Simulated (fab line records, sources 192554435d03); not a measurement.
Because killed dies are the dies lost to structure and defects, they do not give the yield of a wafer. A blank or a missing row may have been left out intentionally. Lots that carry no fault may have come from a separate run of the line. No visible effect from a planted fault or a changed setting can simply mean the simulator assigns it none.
Chamber matching -- flow n5_finfet -- N5_BEOL_M3_STRIP_19 on rie_diel-04: 4 sister chambers
The step strips in O2. 20 wafers are shown with their chamber, then 10 later ones without.

## WAFERS WITH THEIR CHAMBER
wafer,chamber,showerhead_plenum_p_Torr (Torr),drypump_motor_current_A (A),throttle_valve_pct (%)
L076.1,0,2.07,5.4,16.41
L076.4,2,2.22,4.7,16.34
L076.6,1,2.13,5.1,16.63
L075.1,0,2.07,5.4,16.42
L075.3,1,2.13,5.1,16.62
L075.6,2,2.22,4.8,16.35
L081.3,3,1.99,5.9,17.11
L081.5,2,2.22,4.7,16.39
L081.6,3,1.99,5.9,17.10
L084.1,2,2.22,4.7,16.39
L084.2,1,2.13,5.1,16.16
L084.3,0,2.06,5.4,16.47
L086.1,1,2.13,5.1,16.17
L086.2,0,2.06,5.4,16.47
L086.4,3,1.99,5.9,17.11
L090.1,3,1.99,5.9,17.12
L090.3,0,2.06,5.4,16.49
L090.4,2,2.21,4.8,16.39
L091.1,0,2.06,5.4,16.47
L091.2,1,2.13,5.1,16.17

SIGNATURES (means of the wafers above)
reading,chamber 0,chamber 1,chamber 2,chamber 3,scatter within a chamber
showerhead_plenum_p_Torr,2.0633,2.1300,2.2180,1.9900,0.00365
drypump_motor_current_A,5.400,5.100,4.740,5.900,0.0274
throttle_valve_pct,16.4550,16.3500,16.3720,17.1100,0.127
Rule: for each reading, subtract the chamber's mean from the wafer's reading, divide by that reading's scatter and square the result; add these up over the readings and take the root, which gives the wafer's distance from the chamber. If the next closest chamber is less than 2 further off than the closest, the wafer can't be placed; otherwise it belongs to the closest. How the scatter is found: for the shown wafers, subtract from each reading the mean of its chamber, square and add these, divide the total by (wafers less chambers), then take the root.

## WAFERS MISSING THEIR CHAMBER
wafer,showerhead_plenum_p_Torr (Torr),drypump_motor_current_A (A),throttle_valve_pct (%)
L091.6,2.13,5.1,16.18
L092.1,2.21,4.7,16.41
L092.2,1.99,5.9,17.13
L092.4,2.13,5.1,16.20
L094.3,2.21,4.7,16.42
L094.4,2.12,5.1,16.20
L094.5,1.99,5.9,17.14
L096.1,2.21,4.7,16.42
L096.2,2.05,5.4,16.50
L096.5,1.99,5.9,17.15

## WHICH CHAMBER EACH WENT THROUGH
wafer,from the rows above,in truth
L091.6,1,1
L092.1,2,2
L092.2,3,3
L092.4,1,1
L094.3,2,2
L094.4,1,1
L094.5,3,3
L096.1,2,2
L096.2,0,0
L096.5,3,3
Placed correctly: 10 of 10. Not placeable from these rows: 0. Wrongly placed: 0.
